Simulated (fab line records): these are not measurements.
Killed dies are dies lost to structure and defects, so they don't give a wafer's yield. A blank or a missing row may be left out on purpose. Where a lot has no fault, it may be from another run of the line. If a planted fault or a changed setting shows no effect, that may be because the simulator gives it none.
Chamber matching || flow n5 finfet || N5_BEOL_M0_SAQP_MANDREL2_REMOVE_110 on rie si-03 has 4 sister chambers
The step chemistry HBr/Cl2/O2, target a-Si, stops on SiCN, bt time 10 s. 8 wafers are shown with their chamber, then 8 later ones without.

WAFERS, EACH WITH ITS CHAMBER
{"wafer": "L075.4", "chamber": 1, "drypump motor current A (A)": 5.3, "oes product au (a.u.)": 1.012}
{"wafer": "L081.4", "chamber": 0, "drypump motor current A (A)": 5.1, "oes product au (a.u.)": 1.002}
{"wafer": "L084.4", "chamber": 3, "drypump motor current A (A)": 5.5, "oes product au (a.u.)": 1.016}
{"wafer": "L084.6", "chamber": 2, "drypump motor current A (A)": 5.1, "oes product au (a.u.)": 1.007}
{"wafer": "L085.2", "chamber": 2, "drypump motor current A (A)": 5.2, "oes product au (a.u.)": 1.014}
{"wafer": "L085.3", "chamber": 3, "drypump motor current A (A)": 5.5, "oes product au (a.u.)": 0.994}
{"wafer": "L085.4", "chamber": 1, "drypump motor current A (A)": 5.3, "oes product au (a.u.)": 1.004}
{"wafer": "L086.1", "chamber": 0, "drypump motor current A (A)": 5.1, "oes product au (a.u.)": 0.991}

WAFERS WITHOUT THEIR CHAMBER
{"wafer": "L086.5", "drypump motor current A (A)": 5.5, "oes product au (a.u.)": 0.989}
{"wafer": "L086.6", "drypump motor current A (A)": 5.2, "oes product au (a.u.)": 1.008}
{"wafer": "L089.2", "drypump motor current A (A)": 5.5, "oes product au (a.u.)": 1.018}
{"wafer": "L089.3", "drypump motor current A (A)": 5.1, "oes product au (a.u.)": 0.994}
{"wafer": "L089.6", "drypump motor current A (A)": 5.2, "oes product au (a.u.)": 1.020}
{"wafer": "L092.1", "drypump motor current A (A)": 5.1, "oes product au (a.u.)": 0.996}
{"wafer": "L092.2", "drypump motor current A (A)": 5.5, "oes product au (a.u.)": 1.012}
{"wafer": "L092.6", "drypump motor current A (A)": 5.5, "oes product au (a.u.)": 1.014}

CHAMBER TAKEN BY EACH
{"wafer": "L086.5", "from the rows above": 3, "in truth": 3}
{"wafer": "L086.6", "from the rows above": "can't be placed: 2 or 1 or 0", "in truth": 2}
{"wafer": "L089.2", "from the rows above": 3, "in truth": 3}
{"wafer": "L089.3", "from the rows above": "can't be placed: 0 or 2", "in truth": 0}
{"wafer": "L089.6", "from the rows above": "can't be placed: 2 or 1", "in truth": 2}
{"wafer": "L092.1", "from the rows above": 0, "in truth": 0}
{"wafer": "L092.2", "from the rows above": 3, "in truth": 3}
{"wafer": "L092.6", "from the rows above": 3, "in truth": 3}
Placed correctly: 5 of 8. Not placeable from these rows: 3 (in 3, the candidates include the true chamber). Placed wrongly: 0.
How it was worked out, from the rows above alone: a wafer's distance from a chamber is the root of the sum, over the readings, of the square of ((its reading less the chamber's mean) divided by the reading's scatter). If the next closest chamber is less than 2 further off than the closest, the wafer can't be placed; otherwise it belongs to the closest. The mean given for a chamber averages the wafers shown for that chamber. The scatter: take each reading less its chamber's mean, square it, sum over the shown wafers, divide by the number of wafers less the number of chambers, and take the root.
